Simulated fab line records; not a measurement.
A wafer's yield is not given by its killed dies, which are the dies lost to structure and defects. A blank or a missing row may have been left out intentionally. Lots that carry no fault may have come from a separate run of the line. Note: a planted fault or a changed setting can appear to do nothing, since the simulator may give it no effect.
Which of the tools did it? || flow n5-finfet || 8 lots, 22 wafers sampled, at 6 steps of a route of 1938

== WHAT THE GAUGES SHOWED, per wafer ==
N5_BEOL_M12_OVL_MEAS_11.
{"lot": "L719", "measured": "day 11 12:33", "on": "overlay-02", "V11_OVL (nm)": "8 4 5"}
{"lot": "L718", "measured": "day 11 17:32", "on": "overlay-01", "V11_OVL (nm)": "-2 -1 -2"}
{"lot": "L730", "measured": "day 14 05:59", "on": "overlay-02", "V11_OVL (nm)": "0 -2"}
{"lot": "L729", "measured": "day 14 06:26", "on": "overlay-02", "V11_OVL (nm)": "-5 8"}
{"lot": "L733", "measured": "day 14 16:39", "on": "overlay-02", "V11_OVL (nm)": "14 8 14"}
{"lot": "L731", "measured": "day 14 18:23", "on": "overlay-02", "V11_OVL (nm)": "5 10 6"}
{"lot": "L736", "measured": "day 15 05:53", "on": "overlay-01", "V11_OVL (nm)": "5 8 13"}
{"lot": "L741", "measured": "day 16 20:29", "on": "overlay-01", "V11_OVL (nm)": "-1 1 0"}

N5_BEOL_M12_CD_MEAS_28: the cd target is 160.2 nm.
{"lot": "L719", "measured": "day 11 13:26", "on": "cd-sem-02", "cd-nm (nm)": "160.8 160.2 162.5"}
{"lot": "L718", "measured": "day 11 18:25", "on": "cd-sem-02", "cd-nm (nm)": "160.3 158.6 158.4"}
{"lot": "L730", "measured": "day 14 06:52", "on": "cd-sem-01", "cd-nm (nm)": "160.3 177.7"}
{"lot": "L729", "measured": "day 14 07:20", "on": "cd-sem-01", "cd-nm (nm)": "159.9 177.5"}
{"lot": "L733", "measured": "day 14 17:46", "on": "cd-sem-01", "cd-nm (nm)": "158.5 159.6 161.1"}
{"lot": "L731", "measured": "day 14 19:40", "on": "cd-sem-03", "cd-nm (nm)": "160.5 159.7 159.5"}
{"lot": "L736", "measured": "day 15 06:58", "on": "cd-sem-03", "cd-nm (nm)": "158.5 159.9 158.9"}
{"lot": "L741", "measured": "day 16 21:29", "on": "cd-sem-01", "cd-nm (nm)": "158.4 160.1 160.4"}

N5_BEOL_M15_RC_MEAS_101.
{"lot": "L719", "measured": "day 12 11:50", "on": "prober-01", "etest-temp-c (C)": "25.02 24.98 25.26", "COMB_M10 (S/m)": "1.55e-11 1.54e-11 1.69e-11", "COMB_M11 (S/m)": "1.61e-11 1.35e-11 1.4e-11", "COMB_M12 (S/m)": "6.2e-12 6.3e-12 1.03e-11", "COMB_M13 (S/m)": "5e-12 3.7e-12 4.1e-12", "COMB_M14 (S/m)": "3.5e-12 3.3e-12 3.6e-12", "COMB_M15 (S/m)": "2.8e-12 2.3e-12 3e-12", "COMB_M5 (S/m)": "3.5e-11 5e-11 2.9e-11", "COMB_M6 (S/m)": "2.5e-11 4.9e-11 2.8e-11", "COMB_M7 (S/m)": "3.5e-11 3.4e-11 2.7e-11", "COMB_M8 (S/m)": "2.7e-11 3e-11 2.5e-11", "COMB_M9 (S/m)": "1.28e-11 1.49e-11 1.32e-11", "SERP_M10 (ohm/um)": "2.93 3.05 2.89", "SERP_M11 (ohm/um)": "3.19 3.10 3.20", "SERP_M12 (ohm/um)": "0.648 0.640 0.623", "SERP_M12_max_site (ohm/um)": "0.664 0.655 0.632", "SERP_M13 (ohm/um)": "0.302 0.319 0.309", "SERP_M14 (ohm/um)": "0.1546 0.1598 0.1592", "SERP_M5 (ohm/um)": "34.9 38.1 39.3", "SERP_M6 (ohm/um)": "13.2 13.3 13.9", "SERP_M7 (ohm/um)": "13.5 13.1 12.9", "SERP_M8 (ohm/um)": "13.1 13.9 13.0", "SERP_M9 (ohm/um)": "2.92 3.20 3.13", "SERP_M9_max_site (ohm/um)": "2.95 3.25 3.17"}
{"lot": "L718", "measured": "day 12 23:52", "on": "prober-01", "etest-temp-c (C)": "25.17 25.23 25.10", "COMB_M10 (S/m)": "1.45e-11 1.21e-11 1.15e-11", "COMB_M11 (S/m)": "9.9e-12 1.11e-11 1.27e-11", "COMB_M12 (S/m)": "7.2e-12 6.7e-12 6.3e-12", "COMB_M13 (S/m)": "4.2e-12 5.4e-12 2.4e-12", "COMB_M14 (S/m)": "3.7e-12 3.3e-12 3.7e-12", "COMB_M15 (S/m)": "2.1e-12 2.6e-12 3.3e-12", "COMB_M5 (S/m)": "3.7e-11 2.4e-11 4.4e-11", "COMB_M6 (S/m)": "2.1e-11 2.5e-11 2.4e-11", "COMB_M7 (S/m)": "2.2e-11 3e-11 3.6e-11", "COMB_M8 (S/m)": "2.4e-11 2.6e-11 1.8e-11", "COMB_M9 (S/m)": "1.27e-11 1.26e-11 1.4e-11", "SERP_M10 (ohm/um)": "3.10 3.04 3.08", "SERP_M11 (ohm/um)": "3.27 3.17 3.23", "SERP_M12 (ohm/um)": "0.648 0.638 0.654", "SERP_M12_max_site (ohm/um)": "0.664 0.653 0.674", "SERP_M13 (ohm/um)": "0.304 0.298 0.304", "SERP_M14 (ohm/um)": "0.1582 0.1626 0.1607", "SERP_M5 (ohm/um)": "40.4 39.9 40.4", "SERP_M6 (ohm/um)": "13.7 13.9 14.0", "SERP_M7 (ohm/um)": "13.3 14.1 13.9", "SERP_M8 (ohm/um)": "13.6 13.5 13.8", "SERP_M9 (ohm/um)": "2.85 3.08 3.07", "SERP_M9_max_site (ohm/um)": "3.01 3.23 3.17"}
{"lot": "L730", "measured": "day 15 11:23", "on": "prober-02", "etest-temp-c (C)": "24.86 24.81", "COMB_M10 (S/m)": "2.1e-11 1.46e-11", "COMB_M11 (S/m)": "1.64e-11 1.56e-11", "COMB_M12 (S/m)": "5.7e-12 7.1e-12", "COMB_M13 (S/m)": "4.2e-12 3.5e-12", "COMB_M14 (S/m)": "3.7e-12 2.8e-12", "COMB_M15 (S/m)": "1.8e-12 1.7e-12", "COMB_M5 (S/m)": "3.1e-11 2.9e-11", "COMB_M6 (S/m)": "3e-11 2.8e-11", "COMB_M7 (S/m)": "2e-11 3.6e-11", "COMB_M8 (S/m)": "1.9e-11 2.3e-11", "COMB_M9 (S/m)": "1.38e-11 2.02e-11", "SERP_M10 (ohm/um)": "3.06 2.97", "SERP_M11 (ohm/um)": "3.10 2.91", "SERP_M12 (ohm/um)": "0.648 0.523", "SERP_M12_max_site (ohm/um)": "0.659 0.538", "SERP_M13 (ohm/um)": "0.319 0.311", "SERP_M14 (ohm/um)": "0.1538 0.1531", "SERP_M5 (ohm/um)": "37.9 38.6", "SERP_M6 (ohm/um)": "13.1 13.2", "SERP_M7 (ohm/um)": "12.8 13.2", "SERP_M8 (ohm/um)": "12.8 13.2", "SERP_M9 (ohm/um)": "3.02 3.06", "SERP_M9_max_site (ohm/um)": "3.07 3.10"}
{"lot": "L729", "measured": "day 15 12:19", "on": "prober-02", "etest-temp-c (C)": "25.08 24.96", "COMB_M10 (S/m)": "1.43e-11 8.6e-12", "COMB_M11 (S/m)": "1.51e-11 1.34e-11", "COMB_M12 (S/m)": "5.6e-12 5e-12", "COMB_M13 (S/m)": "3.4e-12 3e-12", "COMB_M14 (S/m)": "5.3e-12 2.4e-12", "COMB_M15 (S/m)": "1.2e-12 1.2e-12", "COMB_M5 (S/m)": "3.6e-11 4.1e-11", "COMB_M6 (S/m)": "2.7e-11 2.2e-11", "COMB_M7 (S/m)": "2.7e-11 2e-11", "COMB_M8 (S/m)": "2.4e-11 3.1e-11", "COMB_M9 (S/m)": "1.45e-11 1.59e-11", "SERP_M10 (ohm/um)": "3.11 3.14", "SERP_M11 (ohm/um)": "3.04 3.11", "SERP_M12 (ohm/um)": "0.631 0.535", "SERP_M12_max_site (ohm/um)": "0.649 0.549", "SERP_M13 (ohm/um)": "0.301 0.307", "SERP_M14 (ohm/um)": "0.1549 0.1557", "SERP_M5 (ohm/um)": "38.4 36.7", "SERP_M6 (ohm/um)": "14.1 13.8", "SERP_M7 (ohm/um)": "13.6 13.7", "SERP_M8 (ohm/um)": "13.9 13.1", "SERP_M9 (ohm/um)": "3.04 2.95", "SERP_M9_max_site (ohm/um)": "3.08 3.01"}
{"lot": "L733", "measured": "day 15 14:47", "on": "prober-01", "etest-temp-c (C)": "25.10 25.02 25.12", "COMB_M10 (S/m)": "1.76e-11 1.16e-11 1.85e-11", "COMB_M11 (S/m)": "9.6e-12 1.08e-11 1.48e-11", "COMB_M12 (S/m)": "6e-12 5e-12 5.8e-12", "COMB_M13 (S/m)": "4.1e-12 3.3e-12 5.4e-12", "COMB_M14 (S/m)": "2.7e-12 3.2e-12 3.4e-12", "COMB_M15 (S/m)": "2.4e-12 2.8e-12 2e-12", "COMB_M5 (S/m)": "3.6e-11 3.1e-11 3e-11", "COMB_M6 (S/m)": "2.6e-11 2e-11 2.4e-11", "COMB_M7 (S/m)": "3.2e-11 2.5e-11 3.8e-11", "COMB_M8 (S/m)": "1.5e-11 2.4e-11 2e-11", "COMB_M9 (S/m)": "1.63e-11 1.81e-11 1.89e-11", "SERP_M10 (ohm/um)": "2.90 2.98 2.88", "SERP_M11 (ohm/um)": "3.00 2.93 3.09", "SERP_M12 (ohm/um)": "0.642 0.636 0.627", "SERP_M12_max_site (ohm/um)": "0.662 0.645 0.651", "SERP_M13 (ohm/um)": "0.303 0.311 0.301", "SERP_M14 (ohm/um)": "0.1627 0.1580 0.1632", "SERP_M5 (ohm/um)": "40.7 38.8 39.5", "SERP_M6 (ohm/um)": "13.2 14.1 13.0", "SERP_M7 (ohm/um)": "13.9 14.6 14.0", "SERP_M8 (ohm/um)": "13.0 13.5 13.3", "SERP_M9 (ohm/um)": "3.11 2.94 3.01", "SERP_M9_max_site (ohm/um)": "3.21 3.02 3.16"}
{"lot": "L731", "measured": "day 15 23:43", "on": "prober-01", "etest-temp-c (C)": "24.94 24.90 24.86", "COMB_M10 (S/m)": "1.72e-11 9.6e-12 1.53e-11", "COMB_M11 (S/m)": "1.49e-11 1.75e-11 1.83e-11", "COMB_M12 (S/m)": "5.7e-12 4.5e-12 5.1e-12", "COMB_M13 (S/m)": "4.4e-12 5.5e-12 4.3e-12", "COMB_M14 (S/m)": "3.5e-12 2.7e-12 2.8e-12", "COMB_M15 (S/m)": "2.5e-12 2.1e-12 2.7e-12", "COMB_M5 (S/m)": "2.7e-11 3e-11 3.2e-11", "COMB_M6 (S/m)": "2.1e-11 2.2e-11 2.7e-11", "COMB_M7 (S/m)": "2e-11 2e-11 2.4e-11", "COMB_M8 (S/m)": "2.1e-11 2.1e-11 2.2e-11", "COMB_M9 (S/m)": "1.39e-11 2.01e-11 1.61e-11", "SERP_M10 (ohm/um)": "3.00 3.07 2.96", "SERP_M11 (ohm/um)": "3.06 3.14 3.02", "SERP_M12 (ohm/um)": "0.651 0.660 0.655", "SERP_M12_max_site (ohm/um)": "0.664 0.669 0.670", "SERP_M13 (ohm/um)": "0.306 0.318 0.309", "SERP_M14 (ohm/um)": "0.1590 0.1607 0.1590", "SERP_M5 (ohm/um)": "41.1 42.8 40.0", "SERP_M6 (ohm/um)": "12.6 12.7 13.5", "SERP_M7 (ohm/um)": "13.7 13.6 13.9", "SERP_M8 (ohm/um)": "13.1 13.2 13.4", "SERP_M9 (ohm/um)": "3.06 3.13 3.22", "SERP_M9_max_site (ohm/um)": "3.12 3.17 3.28"}
{"lot": "L736", "measured": "day 16 09:49", "on": "prober-01", "etest-temp-c (C)": "24.95 24.92 24.91", "COMB_M10 (S/m)": "1.07e-11 1.31e-11 1.03e-11", "COMB_M11 (S/m)": "1.83e-11 1.16e-11 1.25e-11", "COMB_M12 (S/m)": "5.6e-12 8.2e-12 7.3e-12", "COMB_M13 (S/m)": "4.5e-12 4.2e-12 4.7e-12", "COMB_M14 (S/m)": "3.5e-12 3.1e-12 3.6e-12", "COMB_M15 (S/m)": "1.5e-12 2.3e-12 2.6e-12", "COMB_M5 (S/m)": "3.3e-11 3.7e-11 4.2e-11", "COMB_M6 (S/m)": "2e-11 2.8e-11 2.6e-11", "COMB_M7 (S/m)": "2.3e-11 2.1e-11 2.3e-11", "COMB_M8 (S/m)": "2.2e-11 1.9e-11 2.7e-11", "COMB_M9 (S/m)": "1.23e-11 1.21e-11 9.8e-12", "SERP_M10 (ohm/um)": "3.00 2.96 2.99", "SERP_M11 (ohm/um)": "3.16 3.12 3.13", "SERP_M12 (ohm/um)": "0.648 0.628 0.645", "SERP_M12_max_site (ohm/um)": "0.662 0.640 0.659", "SERP_M13 (ohm/um)": "0.312 0.302 0.309", "SERP_M14 (ohm/um)": "0.1599 0.1598 0.1565", "SERP_M5 (ohm/um)": "39.2 40.1 44.0", "SERP_M6 (ohm/um)": "13.3 12.7 13.2", "SERP_M7 (ohm/um)": "13.4 13.7 12.2", "SERP_M8 (ohm/um)": "14.0 13.7 14.0", "SERP_M9 (ohm/um)": "3.15 2.93 2.91", "SERP_M9_max_site (ohm/um)": "3.27 2.98 3.04"}
{"lot": "L741", "measured": "day 17 19:37", "on": "prober-01", "etest-temp-c (C)": "25.01 25.08 24.95", "COMB_M10 (S/m)": "1.69e-11 1.08e-11 1.31e-11", "COMB_M11 (S/m)": "1.34e-11 1.16e-11 1.42e-11", "COMB_M12 (S/m)": "5.6e-12 6.1e-12 6.4e-12", "COMB_M13 (S/m)": "4.1e-12 3.8e-12 4.6e-12", "COMB_M14 (S/m)": "2.9e-12 3.1e-12 3.4e-12", "COMB_M15 (S/m)": "2.2e-12 2e-12 1.7e-12", "COMB_M5 (S/m)": "2.9e-11 4.2e-11 4e-11", "COMB_M6 (S/m)": "3.1e-11 1.9e-11 1.9e-11", "COMB_M7 (S/m)": "2.4e-11 2e-11 1.8e-11", "COMB_M8 (S/m)": "3.1e-11 1.8e-11 1.8e-11", "COMB_M9 (S/m)": "1.52e-11 1.88e-11 1.36e-11", "SERP_M10 (ohm/um)": "3.13 3.12 3.03", "SERP_M11 (ohm/um)": "3.01 3.08 3.08", "SERP_M12 (ohm/um)": "0.661 0.622 0.639", "SERP_M12_max_site (ohm/um)": "0.673 0.629 0.654", "SERP_M13 (ohm/um)": "0.308 0.314 0.300", "SERP_M14 (ohm/um)": "0.1561 0.1552 0.1581", "SERP_M5 (ohm/um)": "38.7 38.8 39.0", "SERP_M6 (ohm/um)": "13.6 13.1 13.1", "SERP_M7 (ohm/um)": "14.0 14.0 13.9", "SERP_M8 (ohm/um)": "12.9 13.1 13.5", "SERP_M9 (ohm/um)": "3.10 2.95 3.06", "SERP_M9_max_site (ohm/um)": "3.19 3.15 3.15"}

== EACH LOT AND THE TOOL THAT RAN IT (in order: tool; ch and the chambers of the sampled wafers; start) ==
{"lot": "L719", "N5_BEOL_M12_EXPOSE_25": "krf-scanner-02 ch 0, day 11 13:16", "N5_BEOL_M12_STRIP_37": "plasma-asher-02 ch 0,1, day 11 14:04", "N5_BEOL_M12_DEGAS_41": "pvd-sputter-01, day 11 15:13"}
{"lot": "L718", "N5_BEOL_M12_EXPOSE_25": "krf-scanner-02 ch 0, day 11 18:16", "N5_BEOL_M12_STRIP_37": "plasma-asher-01 ch 0,1, day 11 19:05", "N5_BEOL_M12_DEGAS_41": "pvd-sputter-01, day 11 23:54"}
{"lot": "L730", "N5_BEOL_M12_EXPOSE_25": "krf-scanner-02 ch 0, day 14 06:43", "N5_BEOL_M12_STRIP_37": "plasma-asher-02 ch 1, day 14 07:32", "N5_BEOL_M12_DEGAS_41": "pvd-sputter-03, day 14 08:01"}
{"lot": "L729", "N5_BEOL_M12_EXPOSE_25": "krf-scanner-02 ch 0, day 14 07:10", "N5_BEOL_M12_STRIP_37": "plasma-asher-01 ch 0, day 14 07:59", "N5_BEOL_M12_DEGAS_41": "pvd-sputter-02, day 14 13:24"}
{"lot": "L733", "N5_BEOL_M12_EXPOSE_25": "krf-scanner-01 ch 0, day 14 17:36", "N5_BEOL_M12_STRIP_37": "plasma-asher-02 ch 0,1, day 14 18:25", "N5_BEOL_M12_DEGAS_41": "pvd-sputter-03, day 14 21:41"}
{"lot": "L731", "N5_BEOL_M12_EXPOSE_25": "krf-scanner-01 ch 0, day 14 19:29", "N5_BEOL_M12_STRIP_37": "plasma-asher-01 ch 0,1, day 14 20:31", "N5_BEOL_M12_DEGAS_41": "pvd-sputter-01, day 14 22:57"}
{"lot": "L736", "N5_BEOL_M12_EXPOSE_25": "krf-scanner-01 ch 0, day 15 06:47", "N5_BEOL_M12_STRIP_37": "plasma-asher-01 ch 0,1, day 15 07:36", "N5_BEOL_M12_DEGAS_41": "pvd-sputter-02, day 15 09:17"}
{"lot": "L741", "N5_BEOL_M12_EXPOSE_25": "krf-scanner-01 ch 0, day 16 21:19", "N5_BEOL_M12_STRIP_37": "plasma-asher-02 ch 0,1, day 16 22:07", "N5_BEOL_M12_DEGAS_41": "pvd-sputter-02, day 16 23:53"}
- N5_BEOL_M12_EXPOSE_25: exposes mask M12.
- N5_BEOL_M12_STRIP_37: strips in N2/H2.
- N5_BEOL_M12_DEGAS_41: time 60 s.

== WHAT THE TOOLS THEMSELVES READ (means of the sampled wafers that have a number; where no wafer has one, the mark that the record gives instead) ==
N5_BEOL_M12_STRIP_37.
{"lot": "L719", "tool": "plasma-asher-02", "drypump-motor-current-A (A)": 5.80, "h2-flow-sccm (sccm)": 3253, "heater-power-w (W)": 369, "oes-product-au (a.u.)": 0.786, "temp-c (C)": 250.17}
{"lot": "L718", "tool": "plasma-asher-01", "drypump-motor-current-A (A)": 5.89, "h2-flow-sccm (sccm)": 3240, "heater-power-w (W)": 356, "oes-product-au (a.u.)": 0.786, "temp-c (C)": 250.30}
{"lot": "L730", "tool": "plasma-asher-02", "drypump-motor-current-A (A)": 5.96, "h2-flow-sccm (sccm)": 3256, "heater-power-w (W)": 367, "oes-product-au (a.u.)": 0.780, "temp-c (C)": 250.00}
{"lot": "L729", "tool": "plasma-asher-01", "drypump-motor-current-A (A)": 5.38, "h2-flow-sccm (sccm)": 3262, "heater-power-w (W)": 304, "oes-product-au (a.u.)": 0.790, "temp-c (C)": 249.85}
{"lot": "L733", "tool": "plasma-asher-02", "drypump-motor-current-A (A)": 5.83, "h2-flow-sccm (sccm)": 3246, "heater-power-w (W)": 374, "oes-product-au (a.u.)": 0.783, "temp-c (C)": 250.29}
{"lot": "L731", "tool": "plasma-asher-01", "drypump-motor-current-A (A)": 5.62, "h2-flow-sccm (sccm)": 3248, "heater-power-w (W)": 335, "oes-product-au (a.u.)": 0.786, "temp-c (C)": 249.96}
{"lot": "L736", "tool": "plasma-asher-01", "drypump-motor-current-A (A)": 5.88, "h2-flow-sccm (sccm)": 3256, "heater-power-w (W)": 359, "oes-product-au (a.u.)": 0.795, "temp-c (C)": 249.97}
{"lot": "L741", "tool": "plasma-asher-02", "drypump-motor-current-A (A)": 5.81, "h2-flow-sccm (sccm)": 3259, "heater-power-w (W)": 371, "oes-product-au (a.u.)": 0.783, "temp-c (C)": 249.92}

N5_BEOL_M12_DEGAS_41.
{"lot": "L719", "tool": "pvd-sputter-01", "heater-power-w (W)": 310}
{"lot": "L718", "tool": "pvd-sputter-01", "heater-power-w (W)": 315}
{"lot": "L730", "tool": "pvd-sputter-03", "heater-power-w (W)": 320}
{"lot": "L729", "tool": "pvd-sputter-02", "heater-power-w (W)": 279}
{"lot": "L733", "tool": "pvd-sputter-03", "heater-power-w (W)": 328}
{"lot": "L731", "tool": "pvd-sputter-01", "heater-power-w (W)": 329}
{"lot": "L736", "tool": "pvd-sputter-02", "heater-power-w (W)": 307}
{"lot": "L741", "tool": "pvd-sputter-02", "heater-power-w (W)": 314}

== THE ANSWER, worked out from the rows above alone ==
Rule: the usual values come from the lots themselves. The widest of any qualifying gaps counts: lots, ordered by their means at a reading, are off when they make up no more than a third of the lots, leave a main group of 4 or more, and stand apart from it by 3 or more times the standard deviation of that group's means. The tables above print the reading to a certain number of digits; a main group whose means all agree to those digits is not used. Also off: a lot with no number at a reading for which 4 or more lots have one. The other lots that the step has rows for count as sound. First the gauges in route order, then the tools' own readings, where a lot's mean is used as printed above. The first step at which some lot is off is used, and at that step the reading that is off furthest; a lot without a number counts as furthest.
Off at N5_BEOL_M12_CD_MEAS_28 (cd-nm): L730, L729. Main group: mean 159.8 nm, sd 0.69.
If a tool, at a process step before that reading, ran all the lots that are off and no sound lot after the first of them, it fits. Not tried: the gauges at N5_BEOL_M12_CD_MEAS_28; whatever is off there is also off at N5_BEOL_M15_RC_MEAS_101, on other tools, and gauge error can't account for it. One candidate fits, namely krf-scanner-02 at N5_BEOL_M12_EXPOSE_25. A fault onset in the window from L718 (day 11 18:16, its last sound lot) to L730 (day 14 06:43, its first lot off) fits.

== WHAT HAD BEEN PUT IN BY THE SIMULATOR ==
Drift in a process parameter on krf-scanner-02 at N5_BEOL_M12_EXPOSE_25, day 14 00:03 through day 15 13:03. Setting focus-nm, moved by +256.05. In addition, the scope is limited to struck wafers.
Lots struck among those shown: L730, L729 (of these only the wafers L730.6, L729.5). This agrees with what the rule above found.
